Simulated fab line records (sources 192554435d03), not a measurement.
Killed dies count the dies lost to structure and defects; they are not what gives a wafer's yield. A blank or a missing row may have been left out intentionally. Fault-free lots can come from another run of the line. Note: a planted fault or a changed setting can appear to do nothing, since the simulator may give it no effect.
A sampling plan put to the test ; flow n5 finfet ; one fab line, 39 faults that these records tell of, each judged on the records of the lots that it struck; 1 more is left out, because the records don't allow judging it
The line's own looks make up the plan; these are the steps of the route where a gauge or inspection reads the wafer and leaves it unchanged. A look is open to judgement when struck wafers have a number at it and the file gives its usual mean and standard deviation on fault-free wafers. Caught: 4 or more of those standard deviations (sigma) separate the usual mean from the mean of the struck wafers at a look after the fault's first step. On the tool: the test repeated on the tool's own readings taken at the fault's steps. It also counts as caught if the struck wafers ran another recipe or if their record alone is blank.

THE FAULTS, as the simulator had put them in
1. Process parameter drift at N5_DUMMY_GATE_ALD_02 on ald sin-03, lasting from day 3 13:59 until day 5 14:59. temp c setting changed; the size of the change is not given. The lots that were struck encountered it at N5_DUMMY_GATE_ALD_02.
2. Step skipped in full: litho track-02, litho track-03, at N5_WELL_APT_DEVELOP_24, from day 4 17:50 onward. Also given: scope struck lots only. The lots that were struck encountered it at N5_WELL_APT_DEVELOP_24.
3. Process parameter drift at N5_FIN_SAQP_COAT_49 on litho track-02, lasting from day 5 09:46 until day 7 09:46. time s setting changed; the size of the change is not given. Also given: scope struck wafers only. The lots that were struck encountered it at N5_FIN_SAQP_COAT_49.
4. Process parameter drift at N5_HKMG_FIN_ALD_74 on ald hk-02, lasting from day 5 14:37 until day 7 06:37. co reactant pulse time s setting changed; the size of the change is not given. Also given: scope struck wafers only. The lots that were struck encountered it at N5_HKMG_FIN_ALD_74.
5. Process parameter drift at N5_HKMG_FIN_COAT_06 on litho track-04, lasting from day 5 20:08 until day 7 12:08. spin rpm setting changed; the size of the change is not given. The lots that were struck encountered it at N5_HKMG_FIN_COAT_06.
6. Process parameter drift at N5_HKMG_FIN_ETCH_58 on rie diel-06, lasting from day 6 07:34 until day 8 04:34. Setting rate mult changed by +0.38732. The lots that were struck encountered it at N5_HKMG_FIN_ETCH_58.
7. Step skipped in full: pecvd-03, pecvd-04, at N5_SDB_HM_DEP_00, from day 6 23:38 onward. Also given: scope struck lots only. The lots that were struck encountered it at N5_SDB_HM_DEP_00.
8. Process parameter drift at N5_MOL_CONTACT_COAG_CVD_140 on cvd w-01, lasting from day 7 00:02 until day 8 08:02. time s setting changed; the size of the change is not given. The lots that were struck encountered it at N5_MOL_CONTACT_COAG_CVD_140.
9. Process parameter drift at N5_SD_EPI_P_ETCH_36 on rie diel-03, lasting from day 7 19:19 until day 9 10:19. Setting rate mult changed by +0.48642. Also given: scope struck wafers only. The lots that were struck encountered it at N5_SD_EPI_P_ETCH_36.
10. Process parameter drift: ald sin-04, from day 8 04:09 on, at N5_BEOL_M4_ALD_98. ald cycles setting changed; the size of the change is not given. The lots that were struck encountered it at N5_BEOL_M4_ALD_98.
11. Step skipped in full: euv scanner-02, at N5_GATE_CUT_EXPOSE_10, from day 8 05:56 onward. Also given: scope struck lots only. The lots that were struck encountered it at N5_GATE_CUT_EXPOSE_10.
12. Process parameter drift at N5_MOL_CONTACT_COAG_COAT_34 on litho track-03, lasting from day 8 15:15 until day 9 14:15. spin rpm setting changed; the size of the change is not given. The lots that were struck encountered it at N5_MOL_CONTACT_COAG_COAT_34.
13. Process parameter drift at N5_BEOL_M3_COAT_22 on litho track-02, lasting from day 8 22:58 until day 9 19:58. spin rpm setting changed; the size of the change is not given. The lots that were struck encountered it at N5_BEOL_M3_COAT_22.
14. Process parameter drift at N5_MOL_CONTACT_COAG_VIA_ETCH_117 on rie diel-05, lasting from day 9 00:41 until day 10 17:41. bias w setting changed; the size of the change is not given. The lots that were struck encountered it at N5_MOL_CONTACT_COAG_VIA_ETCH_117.
15. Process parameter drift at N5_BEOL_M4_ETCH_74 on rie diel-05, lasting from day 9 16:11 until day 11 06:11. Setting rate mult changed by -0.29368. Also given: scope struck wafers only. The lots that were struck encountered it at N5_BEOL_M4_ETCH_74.
16. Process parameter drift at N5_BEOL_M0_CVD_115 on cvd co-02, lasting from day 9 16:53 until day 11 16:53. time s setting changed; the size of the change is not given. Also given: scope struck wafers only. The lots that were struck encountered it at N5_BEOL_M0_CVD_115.
17. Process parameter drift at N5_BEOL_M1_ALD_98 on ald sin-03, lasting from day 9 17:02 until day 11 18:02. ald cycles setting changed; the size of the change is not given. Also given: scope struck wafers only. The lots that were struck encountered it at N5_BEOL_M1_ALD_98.
18. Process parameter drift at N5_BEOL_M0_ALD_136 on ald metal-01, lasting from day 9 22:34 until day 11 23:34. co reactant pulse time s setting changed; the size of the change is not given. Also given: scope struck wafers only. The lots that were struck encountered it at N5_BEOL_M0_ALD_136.
19. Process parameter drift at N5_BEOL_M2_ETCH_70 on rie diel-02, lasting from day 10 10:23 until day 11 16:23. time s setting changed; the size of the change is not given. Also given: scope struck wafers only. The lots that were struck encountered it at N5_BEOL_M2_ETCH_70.
20. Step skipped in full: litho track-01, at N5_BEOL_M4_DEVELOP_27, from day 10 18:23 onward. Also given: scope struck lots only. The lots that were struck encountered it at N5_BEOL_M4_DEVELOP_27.
21. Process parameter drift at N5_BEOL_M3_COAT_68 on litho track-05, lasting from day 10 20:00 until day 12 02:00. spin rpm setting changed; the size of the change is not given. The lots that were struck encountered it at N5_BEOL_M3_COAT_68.
22. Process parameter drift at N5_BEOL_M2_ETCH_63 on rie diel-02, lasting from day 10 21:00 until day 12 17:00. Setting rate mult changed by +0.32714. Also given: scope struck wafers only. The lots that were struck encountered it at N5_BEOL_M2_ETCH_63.
23. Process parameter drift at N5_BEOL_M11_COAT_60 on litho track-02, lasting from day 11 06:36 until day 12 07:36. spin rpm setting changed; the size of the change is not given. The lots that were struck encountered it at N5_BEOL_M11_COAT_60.
24. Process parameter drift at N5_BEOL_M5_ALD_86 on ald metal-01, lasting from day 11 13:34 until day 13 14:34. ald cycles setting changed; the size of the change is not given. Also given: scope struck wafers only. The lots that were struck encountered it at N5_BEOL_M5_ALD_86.
25. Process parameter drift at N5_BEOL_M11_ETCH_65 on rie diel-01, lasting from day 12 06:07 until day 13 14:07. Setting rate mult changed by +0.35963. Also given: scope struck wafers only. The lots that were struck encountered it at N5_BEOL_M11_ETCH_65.
26. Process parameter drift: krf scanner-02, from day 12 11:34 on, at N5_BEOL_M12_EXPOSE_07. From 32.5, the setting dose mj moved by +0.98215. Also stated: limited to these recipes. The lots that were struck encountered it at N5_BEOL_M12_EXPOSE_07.
27. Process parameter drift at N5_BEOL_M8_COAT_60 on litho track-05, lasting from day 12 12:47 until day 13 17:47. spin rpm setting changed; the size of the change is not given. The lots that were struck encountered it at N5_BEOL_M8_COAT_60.
28. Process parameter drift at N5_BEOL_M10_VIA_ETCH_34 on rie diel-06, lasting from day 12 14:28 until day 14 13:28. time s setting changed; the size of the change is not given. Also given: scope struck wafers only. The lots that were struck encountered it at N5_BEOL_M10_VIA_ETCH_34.
29. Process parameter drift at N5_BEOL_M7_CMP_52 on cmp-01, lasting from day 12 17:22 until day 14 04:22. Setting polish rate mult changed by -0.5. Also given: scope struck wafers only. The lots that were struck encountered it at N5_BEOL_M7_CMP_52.
30. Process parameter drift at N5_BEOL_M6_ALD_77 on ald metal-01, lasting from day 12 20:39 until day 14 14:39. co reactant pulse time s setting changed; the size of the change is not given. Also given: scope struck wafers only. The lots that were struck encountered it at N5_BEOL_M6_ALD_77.
31. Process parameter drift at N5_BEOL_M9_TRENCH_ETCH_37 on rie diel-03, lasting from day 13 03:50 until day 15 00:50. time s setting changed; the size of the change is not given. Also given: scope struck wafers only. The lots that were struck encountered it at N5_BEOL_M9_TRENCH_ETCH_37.
32. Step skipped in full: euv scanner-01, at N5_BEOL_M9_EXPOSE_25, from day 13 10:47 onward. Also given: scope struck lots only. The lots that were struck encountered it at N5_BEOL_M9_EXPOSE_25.
33. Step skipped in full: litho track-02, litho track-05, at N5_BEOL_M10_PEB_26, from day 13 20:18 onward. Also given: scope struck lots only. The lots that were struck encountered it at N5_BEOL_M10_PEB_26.
34. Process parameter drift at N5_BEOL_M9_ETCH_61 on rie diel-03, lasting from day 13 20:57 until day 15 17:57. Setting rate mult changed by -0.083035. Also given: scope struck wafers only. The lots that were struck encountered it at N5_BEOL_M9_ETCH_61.
35. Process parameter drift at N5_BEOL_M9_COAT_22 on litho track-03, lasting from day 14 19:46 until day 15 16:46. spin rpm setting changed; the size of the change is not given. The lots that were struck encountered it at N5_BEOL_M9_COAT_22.
36. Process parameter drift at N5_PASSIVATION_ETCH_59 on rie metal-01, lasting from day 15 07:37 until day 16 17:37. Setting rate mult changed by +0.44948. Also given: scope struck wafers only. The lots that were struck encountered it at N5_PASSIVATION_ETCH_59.
37. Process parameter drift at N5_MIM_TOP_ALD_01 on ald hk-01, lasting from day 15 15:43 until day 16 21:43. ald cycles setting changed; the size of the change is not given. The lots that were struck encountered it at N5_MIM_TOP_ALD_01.
38. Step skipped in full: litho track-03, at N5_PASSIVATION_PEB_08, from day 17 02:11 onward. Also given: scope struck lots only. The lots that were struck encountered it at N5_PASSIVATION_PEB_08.
39. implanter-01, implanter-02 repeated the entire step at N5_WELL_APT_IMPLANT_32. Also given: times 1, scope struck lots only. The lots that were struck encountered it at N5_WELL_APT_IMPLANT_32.

WHAT THE PLAN SAW
fault;on the tool itself;first look that catches it;reading, sigma;median hours from its first step to that look;hours from the fault's start to the first struck lot there;judged looks passed uncaught
1;susceptor temp C -50 sigma;not the one look that can be judged after it;-;-;-;1
2;the tool's record is blank for the struck wafers;no look after it can be judged;-;-;-;0
3;run length s -23 sigma;not the one look that can be judged after it;-;-;-;1
4;under 2 sigma;not the one look that can be judged after it;-;-;-;1
5;spin speed rpm -99 or beyond sigma;not the one look that can be judged after it;-;-;-;1
6;only faintly: oes product au +2.7 sigma;not the one look that can be judged after it;-;-;-;1
7;the tool's record is blank for the struck wafers;no look after it can be judged;-;-;-;0
8;run length s +99 or beyond sigma;not the one look that can be judged after it;-;-;-;1
9;etch rf on time s -22 sigma;not the one look that can be judged after it;-;-;-;1
10;under 2 sigma;not the one look that can be judged after it;-;-;-;1
11;no reading that can be judged;no look after it can be judged;-;-;-;0
12;spin speed rpm +99 or beyond sigma;none of the 2 looks that can be judged after it;-;-;-;2
13;spin speed rpm +58 sigma;not the one look that can be judged after it;-;-;-;1
14;bias w -19 sigma;not the one look that can be judged after it;-;-;-;1
15;etch rf on time s +20 sigma;not the one look that can be judged after it;-;-;-;1
16;run length s -70 sigma;not the one look that can be judged after it;-;-;-;1
17;under 2 sigma;not the one look that can be judged after it;-;-;-;1
18;under 2 sigma;not the one look that can be judged after it;-;-;-;1
19;run length s -22 sigma;not the one look that can be judged after it;-;-;-;1
20;the tool's record is blank for the struck wafers;no look after it can be judged;-;-;-;0
21;spin speed rpm -67 sigma;not the one look that can be judged after it;-;-;-;1
22;etch rf on time s -13 sigma;not the one look that can be judged after it;-;-;-;1
23;spin speed rpm +55 sigma;no look after it can be judged;-;-;-;0
24;under 2 sigma;no look after it can be judged;-;-;-;0
25;etch rf on time s -10 sigma;no look after it can be judged;-;-;-;0
26;exposure dose mJ cm2 +28 sigma;no look after it can be judged;-;-;-;0
27;spin speed rpm +98 sigma;no look after it can be judged;-;-;-;0
28;run length s +22 sigma;no look after it can be judged;-;-;-;0
29;overpolish run s -99 or beyond sigma;N5_BEOL_M7_THK_MEAS_53;M7_THK +47;0.2;7;0
30;under 2 sigma;no look after it can be judged;-;-;-;0
31;only faintly: run length s +3.8 sigma;no look after it can be judged;-;-;-;0
32;no reading that can be judged;no look after it can be judged;-;-;-;0
33;the tool's record is blank for the struck wafers;no look after it can be judged;-;-;-;0
34;etch rf on time s +4.2 sigma;no look after it can be judged;-;-;-;0
35;spin speed rpm -36 sigma;not the one look that can be judged after it;-;-;-;1
36;oes product au +6.2 sigma;no look after it can be judged;-;-;-;0
37;under 2 sigma;no look after it can be judged;-;-;-;0
38;no reading that can be judged;no look after it can be judged;-;-;-;0
39;no reading that can be judged;not the one look that can be judged after it;-;-;-;1
A dash: the fault isn't caught, or these records don't give the number.

Caught at a look: 1 of 39. Caught on the tool: 26 of 39. By one or the other: 26 of 39.
On the tool alone, faults 1, 2, 3, 5, 7, 8, 9, 12, 13, 14, 15, 16, 19, 20, 21, 22, 23, 25, 26, 27, 28, 33, 34, 35, 36 were caught.
Caught by neither: faults 4, 6, 10, 11, 17, 18, 24, 30, 31, 32, 37, 38, 39.

THINNER SAMPLING
Were the look that catches a fault to measure just every second or every third lot (counted by lot number), the first struck lot would, at worst, be measured this late:
fault;struck lots at that look, in order of time;every lot;every second lot;every third lot
29;L231, L232, L237;7 h;8 h;may miss all 3
Hours: fault start to first struck lot measured. 4 sigma limit: tested on the pooled struck wafers, so a lone lot may be under it. Other struck lots may not be in these records.

THE LONGEST TIMED WAY FROM STEP TO LOOK
Fault 29: median gap of 0.2 hours between N5_BEOL_M7_CMP_52 and N5_BEOL_M7_THK_MEAS_53. No look between them can be judged.
